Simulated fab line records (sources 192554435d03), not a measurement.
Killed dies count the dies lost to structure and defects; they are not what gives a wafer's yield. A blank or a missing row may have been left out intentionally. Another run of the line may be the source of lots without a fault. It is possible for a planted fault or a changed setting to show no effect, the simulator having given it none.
fab line records -- flow n5_finfet -- part 2 of 2: steps 21 to 34 of 34
[record] lots = 5, wafers = 15, last_day = 18
route steps=1938 shown BEOL_M14@1751 BEOL_M15@1773
lots with no fault: from the same line, run without faults
start_h: hours from the record's opening day to when the first of the lot's shown wafers began -- wait_h: hours from the lot's prior step to this one -- " unchanged from the row above -- L1.1+2: several wafers, shown together as one row -- - no value present, or no start provided -- * or withheld: withheld -- < > ~ a bound
route shown NAME@n: NAME is a module with steps in the file, n the number in the route of the first one -- usual: mean/standard deviation of fault-free wafers -- same: alike in all rows -- chamber/n: place in a boat -- sites: per-site readings -- _std_site: the standard deviation of these -- _edge_site: mean of outer sites minus mean of inner sites -- radius_mm: how far each site lies from the wafer's centre -- mask NAME#n: copy n -- behind: the tool/chamber that last shaped the wafer -- hold: reason for holding the lot/hours on hold/outcome of the hold -- device: the transistor (n, p or np) that didn't switch -- end of line: the same wafers' tests at the end of the route -- a step with no rows: only its recipe -- killed: dies lost to structure and defects at the first sort, not the wafer's yield -- map: a wafer's dies, marking killed ones x, the rest . and places with no die _
set.NAME: the setting as run; set.NAME@STEP: as run at that earlier step -- model.NAME: the simulator's own value behind a step, which no gauge read
lots at selected steps of the route; one table per step, one row per wafer
services: the hour from which a tool's chamber was out of use, counted from the record's first day as start_h (under 0 if before that day), plus the number of hours and why
[[steps]]
[step N5_BEOL_M14_RS_MEAS_54]
[recipe] thk_meas_gauge = four-point-probe, reads = Cu_of_BEOL_M14_ECD_47+Ta_of_BEOL_M14_SPUTTER_44+TaN_of_BEOL_M14_SPUTTER_43
[usual] M14_RS = 0.0330/0.00043
lot.wafer,tool,chamber,start_h,wait_h,M14_RS[ohm/sq]
L078.1,film_metro-01,-,274.36,0.0,0.0325
L078.5,film_metro-01,-,274.36,0.0,0.0325
L078.6,film_metro-01,-,274.36,0.0,0.0325
L080.1,film_metro-01,-,291.04,0.0,0.0341
L080.5,film_metro-01,-,291.04,0.0,0.0344
L080.6,film_metro-01,-,291.04,0.0,0.0339
L086.2,film_metro-01,-,320.49,0.1,0.0331
L086.3,film_metro-01,-,320.49,0.1,0.0336
L086.4,film_metro-01,-,320.49,0.1,0.0333
L089.4,film_metro-01,-,328.46,0.0,0.0331
L089.5,film_metro-01,-,328.46,0.0,0.0328
L089.6,film_metro-01,-,328.46,0.0,0.0331
L097.1,film_metro-02,-,393.23,0.1,0.0328
L097.4,film_metro-02,-,393.23,0.1,0.0328
L097.6,film_metro-02,-,393.23,0.1,0.0328
[step N5_BEOL_M14_INSPECT_55]
[recipe] inspect_instrument = darkfield, mode = post_dep
[usual] raw_defect_count = 59/20
lot.wafer,tool,chamber,start_h,wait_h,raw_defect_count
L078.1,defect_inspect-01,-,274.39,0.0,71
L078.5,defect_inspect-01,-,274.39,0.0,65
L078.6,defect_inspect-01,-,274.39,0.0,109
L080.1,defect_inspect-01,-,291.07,0.0,93
L080.5,defect_inspect-01,-,291.07,0.0,82
L080.6,defect_inspect-01,-,291.07,0.0,100
L086.2,defect_inspect-02,-,320.51,0.0,62
L086.3,defect_inspect-02,-,320.51,0.0,51
L086.4,defect_inspect-02,-,320.51,0.0,43
L089.4,defect_inspect-02,-,328.48,0.0,104
L089.5,defect_inspect-02,-,328.48,0.0,52
L089.6,defect_inspect-02,-,328.48,0.0,99
L097.1,defect_inspect-02,-,393.26,0.0,63
L097.4,defect_inspect-02,-,393.26,0.0,46
L097.6,defect_inspect-02,-,393.26,0.0,46
[step N5_BEOL_M15_ILD_DEP_00]
[recipe] material = SiO2, target_thk_a = 16293, temp_c = 400, precursor = TEOS/O2, pressure_torr = 6.5, rf_w = 900, teos_flow_sccm = 161.4, gas = O2, flow_sccm = 2650, time_s = 346.1
[usual] chamber_pressure_Torr = 6.501/0.014, heater_power_w = 525/88, showerhead_plenum_p_Torr = 8.33/0.039, throttle_valve_pct = 18.8/0.99
lot.wafer,tool,chamber,start_h,wait_h,chamber_pressure_Torr,heater_power_w,showerhead_plenum_p_Torr,throttle_valve_pct
L078.1,pecvd-02,0,274.43,0.0,6.524,528,8.37,20.4
L078.5,pecvd-02,0,274.43,0.0,6.494,589,8.40,20.4
L078.6,pecvd-02,2,274.43,0.0,6.502,484,8.30,17.5
L080.1,pecvd-02,1,291.11,0.0,6.490,436,8.30,17.9
L080.5,pecvd-02,0,291.11,0.0,6.493,473,8.38,20.7
L080.6,pecvd-02,1,291.11,0.0,6.513,499,8.31,18.1
L086.2,pecvd-02,0,320.55,0.0,6.496,599,8.40,20.4
L086.3,pecvd-02,2,320.55,0.0,6.510,428,8.27,17.5
L086.4,pecvd-02,2,320.55,0.0,6.493,499,8.27,17.9
L089.4,pecvd-04,0,328.63,0.1,6.477,468,8.36,18.4
L089.5,pecvd-04,1,328.63,0.1,6.514,446,8.35,19.4
L089.6,pecvd-04,2,328.63,0.1,6.504,465,8.28,17.4
L097.1,pecvd-04,1,393.29,0.0,6.501,481,8.34,19.7
L097.4,pecvd-04,1,393.29,0.0,6.503,565,8.35,19.5
L097.6,pecvd-04,0,393.29,0.0,6.507,476,8.36,18.6
[step N5_BEOL_M15_THK_MEAS_01]
[recipe] reads = SiO2_of_BEOL_M15_ILD_DEP_00
[usual] M15_ILD_THK = 1622/21
lot.wafer,tool,chamber,start_h,wait_h,M15_ILD_THK[nm]
L078.1,film_metro-01,-,274.68,0.1,1616
L078.5,film_metro-01,-,274.68,0.1,1646
L078.6,film_metro-01,-,274.68,0.1,1612
L080.1,film_metro-02,-,291.36,0.1,1616
L080.5,film_metro-02,-,291.36,0.1,1632
L080.6,film_metro-02,-,291.36,0.1,1644
L086.2,film_metro-01,-,320.80,0.1,1630
L086.3,film_metro-01,-,320.80,0.1,1629
L086.4,film_metro-01,-,320.80,0.1,1639
L089.4,film_metro-02,-,328.77,0.0,1642
L089.5,film_metro-02,-,328.77,0.0,1625
L089.6,film_metro-02,-,328.77,0.0,1634
L097.1,film_metro-02,-,393.54,0.1,1581
L097.4,film_metro-02,-,393.54,0.1,1613
L097.6,film_metro-02,-,393.54,0.1,1629
[step N5_BEOL_M15_COAT_58]
[recipe] resist = BARC, temp_c = 205, time_s = 60, spin_rpm = 1500, resist_thk_nm = 89
lot.wafer,tool,chamber,start_h,wait_h
L078.1+5+6,litho_track-04,0,274.71,0.0
L080.1+5+6,litho_track-05,0,291.39,0.0
L086.2+3+4,litho_track-05,0,320.83,0.0
L089.4+5+6,litho_track-05,0,328.80,0.0
L097.1+4+6,litho_track-05,0,393.58,0.0
[step N5_BEOL_M15_COAT_04]
[recipe] spin_rpm = 1704, resist_thk_nm = 800
lot.wafer,tool,chamber,start_h,wait_h
L078.1+5+6,litho_track-04,0,-,-
L080.1+5+6,litho_track-05,0,-,-
L086.2+3+4,litho_track-05,0,-,-
L089.4+5+6,litho_track-05,0,-,-
L097.1+4+6,litho_track-05,0,-,-
[step N5_BEOL_M15_EBR_06]
[recipe] solvent = PGMEA, ebr_width_mm = 1.5
lot.wafer,tool,chamber,start_h,wait_h
L078.1+5+6,litho_track-04,0,-,-
L080.1+5+6,litho_track-05,0,-,-
L086.2+3+4,litho_track-05,0,-,-
L089.4+5+6,litho_track-05,0,-,-
L097.1+4+6,litho_track-05,0,-,-
[step N5_BEOL_M15_SOFTBAKE_05]
[recipe] temp_c = 130, time_s = 60
lot.wafer,tool,chamber,start_h,wait_h
L078.1+5+6,litho_track-04,0,-,-
L080.1+5+6,litho_track-05,0,-,-
L086.2+3+4,litho_track-05,0,-,-
L089.4+5+6,litho_track-05,0,-,-
L097.1+4+6,litho_track-05,0,-,-
[step N5_BEOL_M15_EXPOSE_07]
[recipe] mask_id = V14, na = 0.8, source_shape = annular, sigma_inner = 0.5, sigma_outer = 0.8, polarization = unpolarized, attpsm_phase_deg = 180, dose_mj = 41.25
lot.wafer,tool,chamber,start_h,wait_h,mask
L078.1+5+6,krf_scanner-02,0,274.81,-,V14#0
L080.1+5+6,krf_scanner-02,0,291.61,-,V14#0
L086.2+3+4,krf_scanner-02,0,320.94,-,V14#0
L089.4+5+6,krf_scanner-02,0,329.04,-,V14#0
L097.1+4+6,krf_scanner-01,0,393.80,-,V14#0
[step N5_BEOL_M15_PEB_08]
[recipe] peb_temp_c = 130, peb_time_s = 90
lot.wafer,tool,chamber,start_h,wait_h
L078.1+5+6,litho_track-05,0,274.86,0.1
L080.1+5+6,litho_track-01,0,291.67,0.1
L086.2+3+4,litho_track-04,0,320.99,0.0
L089.4+5+6,litho_track-01,0,329.08,0.0
L097.1+4+6,litho_track-01,0,393.86,0.1
[step N5_BEOL_M15_DEVELOP_09]
[recipe] develop_time_s = 45, rinse_liquid = diw, dry = air_spin, dev_temp_c = 21
lot.wafer,tool,chamber,start_h,wait_h
L078.1+5+6,litho_track-05,0,-,-
L080.1+5+6,litho_track-01,0,-,-
L086.2+3+4,litho_track-04,0,-,-
L089.4+5+6,litho_track-01,0,-,-
L097.1+4+6,litho_track-01,0,-,-
[step N5_BEOL_M15_HARDBAKE_14]
[recipe] temp_c = 130, time_s = 120
lot.wafer,tool,chamber,start_h,wait_h
L078.1+5+6,litho_track-05,0,-,-
L080.1+5+6,litho_track-01,0,-,-
L086.2+3+4,litho_track-04,0,-,-
L089.4+5+6,litho_track-01,0,-,-
L097.1+4+6,litho_track-01,0,-,-
[step N5_BEOL_M15_CD_MEAS_10]
[recipe] target_cd_nm = 360, landing_energy_ev = 500, detector = se_inlens, polarity = opening
[usual] cd_nm = 359.8/1.3
lot.wafer,tool,chamber,start_h,wait_h,cd_nm
L078.1,cd_sem-02,0,274.98,-,357.7
L078.5,cd_sem-02,0,274.98,-,358.7
L078.6,cd_sem-02,0,274.98,-,359.3
L080.1,cd_sem-01,0,291.78,-,362.9
L080.5,cd_sem-01,0,291.78,-,362.5
L080.6,cd_sem-01,0,291.78,-,362.4
L086.2,cd_sem-03,0,321.11,-,359.8
L086.3,cd_sem-03,0,321.11,-,360.0
L086.4,cd_sem-03,0,321.11,-,360.0
L089.4,cd_sem-02,0,329.20,-,358.5
L089.5,cd_sem-02,0,329.20,-,360.1
L089.6,cd_sem-02,0,329.20,-,361.3
L097.1,cd_sem-01,0,393.97,-,360.9
L097.4,cd_sem-01,0,393.97,-,360.6
L097.6,cd_sem-01,0,393.97,-,361.6
[step N5_BEOL_M15_OVL_MEAS_11]
[recipe] points_per_wafer = 44
[usual] V14_OVL = -3/5.2
lot.wafer,tool,chamber,start_h,wait_h,V14_OVL[nm]
L078.1,overlay-01,0,275.01,0.0,6
L078.5,overlay-01,0,275.01,0.0,5
L078.6,overlay-01,0,275.01,0.0,3
L080.1,overlay-02,0,291.81,0.0,3
L080.5,overlay-02,0,291.81,0.0,0
L080.6,overlay-02,0,291.81,0.0,4
L086.2,overlay-02,0,321.13,0.0,-8
L086.3,overlay-02,0,321.13,0.0,-15
L086.4,overlay-02,0,321.13,0.0,-9
L089.4,overlay-01,0,329.23,0.0,-2
L089.5,overlay-01,0,329.23,0.0,-2
L089.6,overlay-01,0,329.23,0.0,3
L097.1,overlay-01,0,394.00,0.0,6
L097.4,overlay-01,0,394.00,0.0,0
L097.6,overlay-01,0,394.00,0.0,-6
[[services]]
tool,chamber,start_h,hours,kind
cmp-02,-,252.18,7.7,pm
pvd_sputter-01,-,281.97,1.4,repair
rie_diel-03,2,282.26,6.2,repair
cmp-04,-,294.42,4.0,pm
krf_scanner-02,-,295.81,0.8,pm
krf_scanner-02,-,297.18,3.6,pm
rie_diel-04,1,301.83,9.3,repair
krf_scanner-02,-,303.18,1.0,pm
krf_scanner-02,-,309.57,1.3,pm
rie_diel-05,0,311.43,10.0,repair
rie_diel-05,1,312.06,1.9,repair
wet_bench-06,-,315.67,0.8,repair
pvd_sputter-01,-,327.03,2.4,repair
pecvd-03,-,329.53,5.4,repair
cmp-04,-,330.52,2.3,repair
cmp-01,-,342.55,1.5,repair
rie_diel-04,3,343.89,10.1,repair
cmp-04,-,345.16,2.9,repair
rie_diel-03,2,363.57,10.7,repair
pecvd-04,-,371.92,0.8,repair
rie_diel-05,2,378.73,45.5,repair
pvd_sputter-01,-,380.43,12.0,repair
pecvd-03,-,381.41,0.9,repair
rie_diel-04,2,391.25,13.3,repair
